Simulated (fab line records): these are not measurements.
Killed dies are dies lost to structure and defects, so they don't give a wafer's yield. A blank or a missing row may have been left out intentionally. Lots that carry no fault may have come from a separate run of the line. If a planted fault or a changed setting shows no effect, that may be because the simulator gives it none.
fab line records | flow n5_finfet
record: lots: 6 wafers: 18 last_day: 18
route steps=1938 shown BEOL_M1@810 BEOL_M4@1111 PASSIVATION@1936
lots with no fault: from the same line, run without faults
start_h: hours from the record's first day to the start of the lot's first wafer shown | wait_h: hours from the lot's prior step to this one | " identical to the entry in the row above | L1.1+2: one row covering several wafers at once | - value missing, or start not given | * or withheld: withheld | < > ~ a bound
route shown NAME@n: a module of which the file shows steps, and the number in the route of the first | usual: mean and standard deviation over wafers with no fault | same: alike in all rows | chamber/n: place in a boat | sites: each site's reading | _std_site: standard deviation of those values | _edge_site: inner sites' mean taken away from outer sites' mean | radius_mm: for every site, how far away it sits from the centre of the wafer | mask NAME#n: copy n | behind: tool/chamber where the wafer was last shaped | hold: what put the lot on hold/how long, in hours/how the hold closed | device: names the non-switching transistor (n, p or np) | end of line: the same wafers' tests at the end of the route | a step without rows: its recipe alone | killed: the dies lost at the first sort to structure and to defects; this is not the yield of the wafer | map: a wafer's dies, x killed, . not, _ none there
set.NAME: the run value of the setting; set.NAME@STEP: its run value at that earlier step | model.NAME: the simulator's own value behind a step, which no gauge read
a table for each step, a row for each wafer; lots at some steps of the route
services: a tool's chamber out of use, with start hour (start_h, from the record's first day; less than 0 if before it), hours out, and reason
== steps ==
step: N5_BEOL_M1_PRE_CLEAN_45
recipe: gas: H2/He time_s: 30 temp_c: 250
step: N5_BEOL_M1_ALD_84
recipe: material: TaN target_thk_a: * temp_c: 275 ald_precursor_family: PDMAT ald_co_reactant: NH3 pressure_torr: 3 carrier_flow_sccm: 1500 pulse_time_s: 2 purge_time_s: 3 co_reactant_purge_time_s: 2 co_reactant_pulse_time_s: 3 ald_cycles: 30 precursor_vessel_temp_c: 75 precursor_vessel_pressure_torr: 26.25 precursor_vessel_carrier_sccm: 1000
usual: heater_power_w: 440/46
columns lot.wafer tool chamber start_h wait_h heater_power_w
L166.2 ald_metal-02 0 168.63 0.1 495
L166.3 " 2 " " 435
L166.5 " 2 " " 434
L168.1 ald_metal-01 3 176.18 0.0 424
L168.2 " 2 " " 479
L168.4 " 0 " " 381
L176.2 ald_metal-01 2 218.42 0.1 482
L176.3 " 0 " " 362
L176.4 " 3 " " 435
L179.4 ald_metal-01 0 243.99 0.0 377
L179.5 " 0 " " 383
L179.6 " 1 " " 429
L181.1 ald_metal-04 2 262.86 0.0 400
L181.2 " 3 " " 521
L181.5 " 0 " " 395
L184.3 ald_metal-02 2 273.34 0.1 431
L184.4 " 0 " " 488
L184.6 " 1 " " 472
step: N5_BEOL_M1_SURFACE_TREAT_85
recipe: gas: Ar time_s: * ion_energy_ev: * ion_current_ma_cm2: 0.5 pressure_mtorr: * ar_flow_sccm: 30
usual: ar_flow_sccm: 30.00/0.076 throttle_valve_pct: *
columns lot.wafer tool chamber start_h wait_h ar_flow_sccm throttle_valve_pct
L166.2 pvd_sputter-01 - 168.88 0.1 30.14 *
L166.3 " - " " 29.91 *
L166.5 " - " " 29.91 *
L168.1 pvd_sputter-02 - 176.41 0.1 30.10 *
L168.2 " - " " 30.03 *
L168.4 " - " " 30.06 *
L176.2 pvd_sputter-02 - 218.65 0.1 30.16 *
L176.3 " - " " 30.00 *
L176.4 " - " " 30.03 *
L179.4 pvd_sputter-02 - 244.53 0.4 30.07 *
L179.5 " - " " 29.98 *
L179.6 " - " " 29.95 *
L181.1 pvd_sputter-02 - 263.12 0.2 29.92 *
L181.2 " - " " 29.96 *
L181.5 " - " " 30.03 *
L184.3 pvd_sputter-02 - 273.58 0.1 30.01 *
L184.4 " - " " 29.94 *
L184.6 " - " " 30.05 *
step: N5_BEOL_M1_CVD_47
recipe: material: Co target_thk_a: 30 temp_c: withheld precursor: CCTBA/H2 pressure_torr: 30 time_s: 223.8
step: N5_BEOL_M1_SPUTTER_48
recipe: material: Cu target_thk_a: 45 temp_c: -20 chamber_pressure_pa: 0.07 power_w: withheld time_s: 8.29
step: N5_BEOL_M1_ANNEAL_49
recipe: temp_c: 400 time_s: 240 ambient: vacuum
step: N5_BEOL_M1_SPUTTER_79
recipe: material: Cu target_thk_a: 45 temp_c: -20 chamber_pressure_pa: 0.07 power_w: withheld time_s: 8.29
usual: chamber_pressure_pa: 0.07001/0.00015 chuck_gas_flow_sccm: 1.25/0.05 substrate_temp_c: -19.99/0.095 throttle_valve_pct: 29.7/0.87
columns lot.wafer tool chamber start_h wait_h chamber_pressure_pa chuck_gas_flow_sccm substrate_temp_c throttle_valve_pct
L166.2 pvd_sputter-03 - 171.22 0.1 0.06984 1.22 -20.04 28.9
L166.3 " - " " 0.06984 1.29 -20.08 30.8
L166.5 " - " " 0.07007 1.24 -19.95 28.4
L168.1 pvd_sputter-03 - 176.96 0.1 0.06992 1.27 -20.01 29.4
L168.2 " - " " 0.07014 1.27 -19.92 30.5
L168.4 " - " " 0.07026 1.29 -19.98 28.6
L176.2 pvd_sputter-03 - 219.09 0.1 0.07016 1.31 -19.98 30.8
L176.3 " - " " 0.06999 1.30 -20.13 30.8
L176.4 " - " " 0.06985 1.29 -20.10 28.5
L179.4 pvd_sputter-03 - 244.97 0.1 0.07003 1.18 -20.03 30.8
L179.5 " - " " 0.07015 1.25 -20.01 29.5
L179.6 " - " " 0.07015 1.16 -20.12 30.7
L181.1 pvd_sputter-03 - 263.68 0.1 0.06982 1.24 -20.08 30.6
L181.2 " - " " 0.07011 1.15 -20.10 30.9
L181.5 " - " " 0.07007 1.22 -19.81 30.7
L184.3 pvd_sputter-03 - 274.15 0.1 0.07008 1.18 -20.20 30.9
L184.4 " - " " 0.07006 1.31 -19.95 28.4
L184.6 " - " " 0.07 1.18 -20.06 29.0
step: N5_BEOL_M1_ANNEAL_80
recipe: temp_c: 400 time_s: 240 ambient: vacuum
step: N5_BEOL_M1_SPUTTER_81
recipe: material: Cu target_thk_a: 45 temp_c: -20 chamber_pressure_pa: 0.07 power_w: withheld time_s: 8.29
usual: chamber_pressure_pa: 0.07/0.00015 chuck_gas_flow_sccm: 1.25/0.052 substrate_temp_c: -20.00/0.096 throttle_valve_pct: 29.8/0.89
columns lot.wafer tool chamber start_h wait_h chamber_pressure_pa chuck_gas_flow_sccm substrate_temp_c throttle_valve_pct
L166.2 pvd_sputter-03 - 171.44 0.1 0.07006 1.24 -19.96 29.5
L166.3 " - " " 0.0701 1.30 -20.01 30.5
L166.5 " - " " 0.0703 1.23 -19.96 28.4
L168.1 pvd_sputter-03 - 177.18 0.1 0.06977 1.21 -19.98 29.5
L168.2 " - " " 0.07017 1.28 -20.00 30.8
L168.4 " - " " 0.07005 1.28 -20.03 28.6
L176.2 pvd_sputter-03 - 219.31 0.1 0.07033 1.32 -19.97 31.0
L176.3 " - " " 0.07017 1.22 -19.99 30.4
L176.4 " - " " 0.06996 1.21 -19.94 28.7
L179.4 pvd_sputter-03 - 245.19 0.1 0.06991 1.25 -20.12 30.9
L179.5 " - " " 0.07016 1.31 -20.10 29.4
L179.6 " - " " 0.06977 1.29 -19.95 30.7
L181.1 pvd_sputter-03 - 263.90 0.1 0.06984 1.38 -19.95 30.6
L181.2 " - " " 0.0699 1.21 -20.18 30.8
L181.5 " - " " 0.07 1.29 -20.09 30.8
L184.3 pvd_sputter-03 - 274.37 0.1 0.07004 1.21 -20.01 31.0
L184.4 " - " " 0.06995 1.28 -20.00 28.7
L184.6 " - " " 0.07026 1.36 -19.85 29.1
step: N5_BEOL_M1_ANNEAL_82
recipe: temp_c: 400 time_s: 240 ambient: vacuum
step: N5_BEOL_M1_SPUTTER_86
recipe: material: Cu target_thk_a: 45 temp_c: -20 chamber_pressure_pa: 0.07 power_w: withheld time_s: 8.29
step: N5_BEOL_M1_ANNEAL_87
recipe: temp_c: 400 time_s: 240 ambient: vacuum
usual: heater_power_w: 837/61
columns lot.wafer tool chamber start_h wait_h heater_power_w
L166.2 pvd_sputter-03 - 171.74 0.0 823
L166.3 " - " " 828
L166.5 " - " " 887
L168.1 pvd_sputter-03 - 177.48 0.0 805
L168.2 " - " " 857
L168.4 " - " " 896
L176.2 pvd_sputter-03 - 219.61 0.0 727
L176.3 " - " " 833
L176.4 " - " " 897
L179.4 pvd_sputter-03 - 245.49 0.0 741
L179.5 " - " " 833
L179.6 " - " " 715
L181.1 pvd_sputter-03 - 264.20 0.0 844
L181.2 " - " " 724
L181.5 " - " " 703
L184.3 pvd_sputter-03 - 274.67 0.0 734
L184.4 " - " " 913
L184.6 " - " " 831
step: N5_BEOL_M1_SPUTTER_88
recipe: material: Cu target_thk_a: 45 temp_c: -20 chamber_pressure_pa: 0.07 power_w: withheld time_s: 8.29
usual: chamber_pressure_pa: 0.06999/0.00013 chuck_gas_flow_sccm: 1.26/0.055 substrate_temp_c: -20.00/0.098 throttle_valve_pct: 29.8/0.88
columns lot.wafer tool chamber start_h wait_h chamber_pressure_pa chuck_gas_flow_sccm substrate_temp_c throttle_valve_pct
L166.2 pvd_sputter-03 - 171.88 0.1 - - - -
L166.3 " - " " - - - -
L166.5 " - " " - - - -
L168.1 pvd_sputter-03 - 177.62 0.1 - - - -
L168.2 " - " " - - - -
L168.4 " - " " - - - -
L176.2 pvd_sputter-03 - 219.75 0.1 0.07011 1.20 -19.78 30.9
L176.3 " - " " 0.07002 1.23 -19.92 30.6
L176.4 " - " " 0.07006 1.26 -19.92 28.7
L179.4 pvd_sputter-03 - 245.63 0.1 0.07004 1.32 -20.07 31.0
L179.5 " - " " 0.07024 1.30 -20.06 29.1
L179.6 " - " " 0.06997 1.30 -20.04 30.9
L181.1 pvd_sputter-03 - 264.34 0.1 0.06968 1.32 -20.13 30.5
L181.2 " - " " 0.06991 1.26 -20.05 30.7
L181.5 " - " " 0.07008 1.17 -20.11 30.7
L184.3 pvd_sputter-03 - 274.81 0.1 0.07001 1.27 -20.05 30.9
L184.4 " - " " 0.07007 1.18 -19.98 28.7
L184.6 " - " " 0.06995 1.20 -19.94 29.3
step: N5_BEOL_M1_ANNEAL_89
recipe: temp_c: 400 time_s: 240 ambient: vacuum
step: N5_BEOL_M4_RC_MEAS_101
usual: DIBL_N: 36.0/2.5 DIBL_P: 36.2/3 IOFF_N: 0.16/0.044 IOFF_P: 0.21/0.049 ION_N: 671/15 ION_P: 461/8.7 SS_N: 71.5/0.72 SS_P: 73.4/0.9 VT_N: 251/4.4 VT_P: -250/4
columns lot.wafer tool chamber start_h wait_h DIBL_N[mV/V] DIBL_P[mV/V] IOFF_N[nA/um] IOFF_P[nA/um] ION_N[uA/um] ION_P[uA/um] SS_N[mV/dec] SS_P[mV/dec] VT_N[mV] VT_P[mV]
L166.2 prober-02 0 215.42 0.2 37.3 37.8 0.17 0.23 682 467 71.5 73.6 248 -250
L166.3 " 0 " " 35.3 35.8 0.13 0.19 675 467 71.4 73.0 250 -253
L166.5 " 0 " " 38.8 38.8 0.21 0.24 697 474 72.1 74.2 245 -247
L176.2 prober-02 0 275.85 0.2 41.2 43.1 0.31 0.37 692 473 72.8 74.9 240 -241
L176.3 " 0 " " 36.6 37.7 0.19 0.24 683 465 71.4 73.0 245 -248
L176.4 " 0 " " 36.9 38.5 0.20 0.26 682 473 72.0 74.0 245 -245
L179.4 prober-01 0 286.28 0.5 35.8 37.2 0.17 0.23 678 467 72.0 73.5 249 -246
L179.5 " 0 " " 35.5 35.5 0.18 0.22 682 469 71.5 73.4 249 -249
L179.6 " 0 " " 34.7 35.6 0.14 0.21 664 457 70.9 73.2 252 -249
L181.1 prober-02 0 306.64 0.0 35.1 34.4 0.13 0.18 656 455 72.0 72.7 254 -252
L181.2 " 0 " " 28.9 27.9 0.06 0.12 631 444 70.0 70.5 261 -256
L181.5 " 0 " " 31.9 31.1 0.09 0.14 642 453 70.7 72.2 257 -252
L184.3 prober-02 0 319.01 0.3 30.4 29.3 0.07 0.10 638 438 70.0 71.8 261 -263
L184.4 " 0 " " 35.3 35.9 0.12 0.18 662 456 71.2 73.4 256 -255
L184.6 " 0 " " 33.7 33.6 0.11 0.14 660 453 71.0 73.0 256 -258
step: N5_PASSIVATION_PROBE_49
usual: defect_limited_yield: 91.7/1.4 killed_at_M0_to_M3: 31/11 killed_at_M4_up: 13/4.6 killed_at_contacts: 13/6.7 killed_at_front_end: 39/9.6 killed_at_other: 3.5/2.8 killed_dies: 98/16 killed_open: 64/11 killed_short: 33/8.5 sort_bin_4_leakage: 0.00/0.032 sort_bin_5_function: 4.9/0.96 sort_bin_6_memory: 3.1/0.59 sort_bin_8_speed: 0.2/1.3 sort_n_pass: 1080/23 sort_yield_pct: 91.5/1.9
same: gross_dies: 1180 killed_at_back_side: 0
columns lot.wafer tool chamber start_h wait_h defect_limited_yield[%] killed_at_M0_to_M3 killed_at_M4_up killed_at_contacts killed_at_front_end killed_at_other killed_dies killed_open killed_short sort_bin_4_leakage[%] sort_bin_5_function[%] sort_bin_6_memory[%] sort_bin_8_speed[%] sort_n_pass sort_yield_pct[%]
L166.2 prober-02 - 326.53 0.8 90.9 25 18 10 50 4 107 67 37 0 4.7 3.8 0 1073 90.9
L166.3 prober-02 - 326.58 0.9 92.0 35 11 2 46 0 94 53 34 0 4.7 3.0 0 1086 92.0
L166.5 prober-02 - 326.68 1.0 93.6 19 23 8 26 0 76 52 20 0 3.4 2.6 0 1104 93.6
L179.4 prober-02 - 388.06 0.2 91.9 32 9 3 43 8 95 62 32 0 5.4 2.5 0 1085 91.9
L179.5 prober-02 - 388.11 0.2 92.4 32 9 12 33 4 90 64 26 0 4.2 3.3 0 1090 92.4
L179.6 prober-02 - 388.16 0.3 92.3 29 11 18 21 12 91 62 28 0 4.7 2.5 0 1089 92.3
killed by level:class
L166.2 STI_FIN_REVEAL:geometric_particle:open=18 MOL_CONTACT_COAG:geometric_particle:open=7 FIN_SAQP:geometric_particle:short=6 BEOL_M1:geometric_particle:open=6 FIN_SAQP:geometric_particle:open=4 BEOL_M0_SAQP:geometric_particle:open=4 BEOL_M4:geometric_particle:open=4 STARTING-WAFER:geometric_particle:short=4
L166.3 STI_FIN_REVEAL:geometric_particle:open=19 BEOL_M0_SAQP:geometric_particle:open=6 BEOL_M1:interface_void_opened=6 BEOL_M0:geometric_particle:short=5 STARTING-WAFER:geometric_particle:open=5 FIN_SAQP:geometric_particle:open=4 STI_FIN_REVEAL:geometric_particle:short=4 BEOL_M0_SAQP:geometric_particle:short=4
L166.5 BEOL_M4:geometric_particle:open=12 STI_FIN_REVEAL:geometric_particle:open=6 MOL_CONTACT_COAG:geometric_particle:open=6 BEOL_M5:geometric_particle:open=5 FIN_SAQP:geometric_particle:short=4 BEOL_M0:geometric_particle:open=4 STARTING-WAFER:geometric_particle:open=4 ILD0:geometric_particle:short=3
L179.4 FIN_SAQP:geometric_particle:open=12 BEOL_M0_SAQP:geometric_particle:short=10 BEOL_M3:geometric_particle:open=8 STI_FIN_REVEAL:geometric_particle:open=7 BEOL_M0_SAQP:geometric_particle:open=7 DUMMY_GATE:geometric_particle:open=5 BEOL_M4:geometric_particle:open=5 MIM_TOP:geometric_particle:short=5
L179.5 MOL_CONTACT_COAG:geometric_particle:open=11 STI_FIN_REVEAL:geometric_particle:open=10 BEOL_M3:geometric_particle:open=8 BEOL_M0_SAQP:geometric_particle:short=7 BEOL_M1:geometric_particle:open=7 BEOL_M0_SAQP:geometric_particle:open=5 FIN_SAQP:geometric_particle:short=4 FIN_SAQP:geometric_particle:open=4
L179.6 MOL_CONTACT_COAG:geometric_particle:open=15 FIN_SAQP:geometric_particle:open=7 BEOL_M0_SAQP:geometric_particle:open=6 BEOL_M0_SAQP:geometric_particle:short=6 BEOL_M2:geometric_particle:open=6 BEOL_M4:geometric_particle:open=5 BEOL_M2:geometric_particle:short=4 BEOL_M3:geometric_particle:open=4
== services ==
columns tool chamber start_h hours kind
ald_metal-04 - 155.73 4.3 pm
ald_metal-04 - 214.73 0.4 repair
ald_metal-04 - 220.14 1.1 repair
ald_metal-02 - 237.99 1.2 pm
== key ==
first_sign: step: N5_BEOL_M1_SPUTTER_88 reading: tool_record direction: missing
effect none on later readings
met_at N5_BEOL_M1_SPUTTER_88
struck_wafers L166.2,L166.3,L166.5,L168.1,L168.2,L168.4
rows_end L168.1,L168.2,L168.4
fault: kind: skipped_step_whole tool: pvd_sputter-03 chamber: - onset_h: 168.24 steps: N5_BEOL_M1_SPUTTER_88 scope: struck_lots_only
rows_end: these wafers met a further fault down the route, and their rows from its step on are left out
